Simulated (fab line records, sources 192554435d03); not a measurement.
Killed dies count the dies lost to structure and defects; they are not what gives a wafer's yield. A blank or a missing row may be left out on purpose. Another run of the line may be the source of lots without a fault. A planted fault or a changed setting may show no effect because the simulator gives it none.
Split-lot study / flow n5-finfet / route with 1938 steps; 7 lots, 39 wafers read

ON THE SPLIT
At N5_BEOL_M1_ILD_DEP_00 (deposits SiOC from DEMS/O2, target thk 79 nm, time 15.3 s), the setting target-thk-a was moved away from the recipe's 790 angstrom on 15 of the 39 wafers read, by -51.6% to +44.8%. This setting was run at the recipe's value on the other wafers.

The file shows no step between the split and the reading.

THE READING
M1_ILD_THK in nanometres, read at N5_BEOL_M1_THK_MEAS_01. Fault-free wafers of this fab line usually give 78.9 nm, standard deviation 1.1 nm.

wafer=L076.1; tool, chamber at the split=pecvd-01, 1; target-thk-a as run, angstrom=1017; against the recipe=+28.7%; M1_ILD_THK, nm=100.9; against lot-mates on the recipe=+21.0
wafer=L076.2; tool, chamber at the split=pecvd-01, 2; target-thk-a as run, angstrom=1017; against the recipe=+28.7%; M1_ILD_THK, nm=100.4; against lot-mates on the recipe=+20.5
wafer=L076.3; tool, chamber at the split=pecvd-01, 0; target-thk-a as run, angstrom=790; against the recipe=recipe; M1_ILD_THK, nm=80.1; against lot-mates on the recipe=-
wafer=L076.4; tool, chamber at the split=pecvd-01, 0; target-thk-a as run, angstrom=790; against the recipe=recipe; M1_ILD_THK, nm=80.5; against lot-mates on the recipe=-
wafer=L076.5; tool, chamber at the split=pecvd-01, 2; target-thk-a as run, angstrom=1017; against the recipe=+28.7%; M1_ILD_THK, nm=102.1; against lot-mates on the recipe=+22.2
wafer=L076.6; tool, chamber at the split=pecvd-01, 1; target-thk-a as run, angstrom=790; against the recipe=recipe; M1_ILD_THK, nm=79.1; against lot-mates on the recipe=-
wafer=L078.1; tool, chamber at the split=pecvd-02, 0; target-thk-a as run, angstrom=985.9; against the recipe=+24.8%; M1_ILD_THK, nm=97.4; against lot-mates on the recipe=+18.8
wafer=L078.2; tool, chamber at the split=pecvd-02, 2,1; target-thk-a as run, angstrom=985.9; against the recipe=+24.8%; M1_ILD_THK, nm=97.1; against lot-mates on the recipe=+18.5
wafer=L078.3; tool, chamber at the split=pecvd-02, 2,1; target-thk-a as run, angstrom=985.9; against the recipe=+24.8%; M1_ILD_THK, nm=97.2; against lot-mates on the recipe=+18.6
wafer=L078.4; tool, chamber at the split=pecvd-02, 0; target-thk-a as run, angstrom=790; against the recipe=recipe; M1_ILD_THK, nm=79.2; against lot-mates on the recipe=-
wafer=L078.5; tool, chamber at the split=pecvd-02, 1; target-thk-a as run, angstrom=790; against the recipe=recipe; M1_ILD_THK, nm=77.8; against lot-mates on the recipe=-
wafer=L078.6; tool, chamber at the split=pecvd-02, 2; target-thk-a as run, angstrom=790; against the recipe=recipe; M1_ILD_THK, nm=78.8; against lot-mates on the recipe=-
wafer=L081.1; tool, chamber at the split=pecvd-01, 1; target-thk-a as run, angstrom=790; against the recipe=recipe; M1_ILD_THK, nm=77.0; against lot-mates on the recipe=-
wafer=L081.2; tool, chamber at the split=pecvd-01, 0,2; target-thk-a as run, angstrom=790; against the recipe=recipe; M1_ILD_THK, nm=78.6; against lot-mates on the recipe=-
wafer=L081.3; tool, chamber at the split=pecvd-01, 2; target-thk-a as run, angstrom=382.2; against the recipe=-51.6%; M1_ILD_THK, nm=37.1; against lot-mates on the recipe=-41.0
wafer=L081.4; tool, chamber at the split=pecvd-01, 1; target-thk-a as run, angstrom=382.2; against the recipe=-51.6%; M1_ILD_THK, nm=37.7; against lot-mates on the recipe=-40.4
wafer=L081.5; tool, chamber at the split=pecvd-01, 0; target-thk-a as run, angstrom=382.2; against the recipe=-51.6%; M1_ILD_THK, nm=38.8; against lot-mates on the recipe=-39.3
wafer=L081.6; tool, chamber at the split=pecvd-01, 0,2; target-thk-a as run, angstrom=790; against the recipe=recipe; M1_ILD_THK, nm=78.7; against lot-mates on the recipe=-
wafer=L089.1; tool, chamber at the split=pecvd-01, 1; target-thk-a as run, angstrom=790; against the recipe=recipe; M1_ILD_THK, nm=78.9; against lot-mates on the recipe=-
wafer=L089.2; tool, chamber at the split=pecvd-01, 2; target-thk-a as run, angstrom=1144; against the recipe=+44.8%; M1_ILD_THK, nm=113.5; against lot-mates on the recipe=+33.5
wafer=L089.3; tool, chamber at the split=pecvd-01, 0; target-thk-a as run, angstrom=790; against the recipe=recipe; M1_ILD_THK, nm=80.2; against lot-mates on the recipe=-
wafer=L089.4; tool, chamber at the split=pecvd-01, 1; target-thk-a as run, angstrom=790; against the recipe=recipe; M1_ILD_THK, nm=80.9; against lot-mates on the recipe=-
wafer=L089.5; tool, chamber at the split=pecvd-01, 0; target-thk-a as run, angstrom=1144; against the recipe=+44.8%; M1_ILD_THK, nm=117.0; against lot-mates on the recipe=+37.0
wafer=L089.6; tool, chamber at the split=pecvd-01, 2; target-thk-a as run, angstrom=1144; against the recipe=+44.8%; M1_ILD_THK, nm=116.0; against lot-mates on the recipe=+36.0
wafer=L091.1; tool, chamber at the split=pecvd-04, 2; target-thk-a as run, angstrom=790; against the recipe=recipe; M1_ILD_THK, nm=78.1; against lot-mates on the recipe=-
wafer=L091.2; tool, chamber at the split=pecvd-04, 1; target-thk-a as run, angstrom=790; against the recipe=recipe; M1_ILD_THK, nm=78.5; against lot-mates on the recipe=-
wafer=L091.3; tool, chamber at the split=pecvd-04, 1; target-thk-a as run, angstrom=934.6; against the recipe=+18.3%; M1_ILD_THK, nm=94.1; against lot-mates on the recipe=+15.1
wafer=L091.4; tool, chamber at the split=pecvd-04, 2; target-thk-a as run, angstrom=934.6; against the recipe=+18.3%; M1_ILD_THK, nm=93.8; against lot-mates on the recipe=+14.8
wafer=L091.5; tool, chamber at the split=pecvd-04, 2; target-thk-a as run, angstrom=934.6; against the recipe=+18.3%; M1_ILD_THK, nm=93.7; against lot-mates on the recipe=+14.7
wafer=L091.6; tool, chamber at the split=pecvd-04, 1; target-thk-a as run, angstrom=790; against the recipe=recipe; M1_ILD_THK, nm=80.5; against lot-mates on the recipe=-
wafer=L095.2; tool, chamber at the split=pecvd-02, 1; target-thk-a as run, angstrom=790; against the recipe=recipe; M1_ILD_THK, nm=78.8; against lot-mates on the recipe=-
wafer=L095.5; tool, chamber at the split=pecvd-02, 2; target-thk-a as run, angstrom=790; against the recipe=recipe; M1_ILD_THK, nm=79.2; against lot-mates on the recipe=-
wafer=L095.6; tool, chamber at the split=pecvd-02, 1; target-thk-a as run, angstrom=790; against the recipe=recipe; M1_ILD_THK, nm=79.5; against lot-mates on the recipe=-
wafer=L097.1; tool, chamber at the split=pecvd-02, 0; target-thk-a as run, angstrom=790; against the recipe=recipe; M1_ILD_THK, nm=77.3; against lot-mates on the recipe=-
wafer=L097.2; tool, chamber at the split=pecvd-02, 1; target-thk-a as run, angstrom=790; against the recipe=recipe; M1_ILD_THK, nm=78.7; against lot-mates on the recipe=-
wafer=L097.3; tool, chamber at the split=pecvd-02, 2; target-thk-a as run, angstrom=790; against the recipe=recipe; M1_ILD_THK, nm=76.5; against lot-mates on the recipe=-
wafer=L097.4; tool, chamber at the split=pecvd-02, 0; target-thk-a as run, angstrom=790; against the recipe=recipe; M1_ILD_THK, nm=78.1; against lot-mates on the recipe=-
wafer=L097.5; tool, chamber at the split=pecvd-02, 1; target-thk-a as run, angstrom=790; against the recipe=recipe; M1_ILD_THK, nm=79.1; against lot-mates on the recipe=-
wafer=L097.6; tool, chamber at the split=pecvd-02, 2; target-thk-a as run, angstrom=790; against the recipe=recipe; M1_ILD_THK, nm=78.8; against lot-mates on the recipe=-
If several chambers appear in one row, that row covers several wafers at once and the file leaves open which wafer was in which chamber.

FIT RESULTS
A straight line over all 39 wafers: M1_ILD_THK changes by +0.796 nm for each +1% of target-thk-a; r = +1.00; the points scatter about the line by 1.1 nm.
The same after taking each lot's own level away (the mean of its wafers on the recipe; 39 wafers): +0.778 nm for each +1%; r = +1.00; scatter 0.92 nm.
According to that fit, moving target-thk-a by its largest amount changes the reading by 40 nm.
Measured against the standard deviation above, the lots' own levels, which go from 78.08 to 80.00 nm, span 1.7 times it.
Consequently the slope shifts little with the lot-to-lot level, the two slopes agreeing.
Check: with one of the wafers moved furthest among these (-51.6%) left out of the fit, the line predicts -40 nm for it against its lot-mates. It came out at -41 nm against them.

THESE WAFERS: OTHER SPLITS
Other splits were also applied to these wafers ahead of the reading. Each is held against what the fit with the lots' levels taken away leaves over:
other split on the same wafers=N5_FIN_SAQP_MANDREL_ETCH_22 target-depth-a; wafers away from the commonest value=9; r with M1_ILD_THK (lot level and that fit taken away)=+0.04

THE WHOLE CHAIN: every reading that the file lists as answering this split, in the file's order
step=N5_BEOL_M1_ILD_DEP_00; what it does=deposits SiOC from DEMS/O2, target thk 79 nm, time 15.3 s; reading=SiOC_of_BEOL_M1_ILD_DEP_00.thk-nm (the simulator's own value, which no gauge read); change (the file's fit)=+0.776 nm for each +1% of the setting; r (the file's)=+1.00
step=N5_BEOL_M1_THK_MEAS_01; what it does=; reading=M1_ILD_THK; change (the file's fit)=+0.777 for each +1% of the setting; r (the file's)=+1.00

FILE'S OWN FIT
M1_ILD_THK changes by +0.777 nm for each +1% of target-thk-a, r = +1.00.
